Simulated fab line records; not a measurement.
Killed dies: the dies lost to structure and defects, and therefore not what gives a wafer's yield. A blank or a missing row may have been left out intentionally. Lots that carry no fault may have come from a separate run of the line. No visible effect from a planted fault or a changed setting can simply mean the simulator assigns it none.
Split-lot study -- flow n5Finfet -- 21 wafers read across 7 lots, on a route 1938 steps long

## SPLIT DETAILS
At N5_MOL_CONTACT_COAG_COAT_103 (time 60 s, resist thk 80 nm), the setting spinRpm was moved away from the recipe's 1500 rpm on 6 of the 21 wafers read, by -11.2% to +8.0%. The other wafers ran this setting at the recipe's value.

## FROM THE SPLIT TO THE READING: what the file shows between them, 10 steps
- N5_MOL_CONTACT_COAG_COAT_104: time 60 s, resist thk 12 nm
- N5_MOL_CONTACT_COAG_COAT_58: time 60 s, resist thk 10 nm
- N5_MOL_CONTACT_COAG_ETCH_59: etches underlayer in N2/H2, target depth 13 nm, time 10.4 s
- N5_MOL_CONTACT_COAG_ETCH_105: etches SiARC in CF4, target depth 15.6 nm, time 26 s
- N5_MOL_CONTACT_COAG_ETCH_106: etches SOC in N2/H2, target depth 80 nm, overetch 16 nm, time 120 s
- N5_MOL_CONTACT_COAG_STRIP_107: strips in N2/H2
- N5_MOL_CONTACT_COAG_STRIP_108: strips in N2/H2
- N5_MOL_CONTACT_COAG_CONTACT_ETCH_14: etches SiO2 in C4F6/O2, target depth 27.5 nm, overetch 8.5 nm, time 20 s
- N5_MOL_CONTACT_COAG_STRIP_109: strips in C4F6/O2
- N5_MOL_CONTACT_COAG_ETCH_15: etches SiNx in CH3F/O2, stops on Si:P, target depth 7 nm

## THE READING
SOC_of_MOL_CONTACT_COAG_COAT_103.thkNm (the simulator's own value, which no gauge read), in nm, at N5_MOL_CONTACT_COAG_ETCH_110 (etches Si in CF4/O2, target depth 2.5 nm, time 8 s). The file gives no usual value for it. The 15 wafers here that ran the recipe average 73.7 nm, standard deviation 0.26 nm.

wafer,"tool, chamber at the split","spinRpm as run, rpm",against the recipe,"SOC_of_MOL_CONTACT_COAG_COAT_103.thkNm, nm",against lot-mates on the recipe
L077.1,"lithoTrack-01, 0",1500,recipe,73.4,-
L077.2,"lithoTrack-01, 0",1500,recipe,73.4,-
L077.4,"lithoTrack-01, 0",1500,recipe,73.4,-
L078.2,"lithoTrack-05, 0",1620,+8.0%,71.2,-2.9
L078.3,"lithoTrack-05, 0",1500,recipe,74,-
L078.6,"lithoTrack-05, 0",1500,recipe,74.2,-
L079.2,"lithoTrack-05, 0",1500,recipe,73.8,-
L079.3,"lithoTrack-05, 0",1500,recipe,73.8,-
L079.4,"lithoTrack-05, 0",1500,recipe,73.8,-
L087.1,"lithoTrack-04, 0",1500,recipe,74,-
L087.2,"lithoTrack-04, 0",1500,recipe,74,-
L087.6,"lithoTrack-04, 0",1500,recipe,73.6,-
L090.1,"lithoTrack-04, 0",1332,-11.2%,78.8,+4.8
L090.5,"lithoTrack-04, 0",1500,recipe,74,-
L090.6,"lithoTrack-04, 0",1332,-11.2%,78.4,+4.4
L092.1,"lithoTrack-05, 0",1412,-5.9%,75.8,+2.0
L092.5,"lithoTrack-05, 0",1412,-5.9%,76,+2.2
L092.6,"lithoTrack-05, 0",1500,recipe,73.8,-
L095.3,"lithoTrack-04, 0",1437,-4.2%,75.4,+1.9
L095.4,"lithoTrack-04, 0",1500,recipe,73.4,-
L095.5,"lithoTrack-04, 0",1500,recipe,73.6,-

THE FIT
A straight line over all 21 wafers: SOC_of_MOL_CONTACT_COAG_COAT_103.thkNm changes by -0.398 nm for each +1% of spinRpm; r = -0.98; the points scatter about the line by 0.31 nm.
The same after taking each lot's own level away (the mean of its wafers on the recipe; 21 wafers): -0.394 nm for each +1%; r = -1.00; scatter 0.17 nm.
That fit puts the effect of the largest move of spinRpm on the reading at 4.4 nm.
From 73.40 to 74.10 nm: that is the span of the lots' own levels, equal to 2.7 times the standard deviation above.
The two slopes are in agreement: the lot-to-lot level therefore moves the slope only a little.
Check: with one of the wafers moved furthest among these (-11.2%) left out of the fit, the line predicts +4.27 nm for it against its lot-mates. It came out at +4.8 nm against them.

## THE WHOLE CHAIN: every reading that the file lists as answering this split, in the file's order
step,what it does,reading,change (the file's fit),r (the file's)
N5_MOL_CONTACT_COAG_COAT_103,"time 60 s, resist thk 80 nm","SOC_of_MOL_CONTACT_COAG_COAT_103.thkNm (the simulator's own value, which no gauge read)",-0.416 nm for each +1% of the setting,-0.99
N5_MOL_CONTACT_COAG_ETCH_106,"etches SOC in N2/H2, target depth 80 nm, overetch 16 nm, time 120 s","etch.depthNm (the simulator's own value, which no gauge read)",-0.409 nm for each +1% of the setting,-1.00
N5_MOL_CONTACT_COAG_CONTACT_ETCH_14,"etches SiO2 in C4F6/O2, target depth 27.5 nm, overetch 8.5 nm, time 20 s","SOC_of_MOL_CONTACT_COAG_COAT_103.thkNm (the simulator's own value, which no gauge read)",-0.408 nm for each +1% of the setting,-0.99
N5_MOL_CONTACT_COAG_ETCH_15,"etches SiNx in CH3F/O2, stops on Si:P, target depth 7 nm","SOC_of_MOL_CONTACT_COAG_COAT_103.thkNm (the simulator's own value, which no gauge read)",-0.401 nm for each +1% of the setting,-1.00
N5_MOL_CONTACT_COAG_ETCH_110,"etches Si in CF4/O2, target depth 2.5 nm, time 8 s","SOC_of_MOL_CONTACT_COAG_COAT_103.thkNm (the simulator's own value, which no gauge read)",-0.393 nm for each +1% of the setting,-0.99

## FILE'S OWN FIT
SOC_of_MOL_CONTACT_COAG_COAT_103.thkNm changes by -0.393 nm for each +1% of spinRpm, r = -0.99.
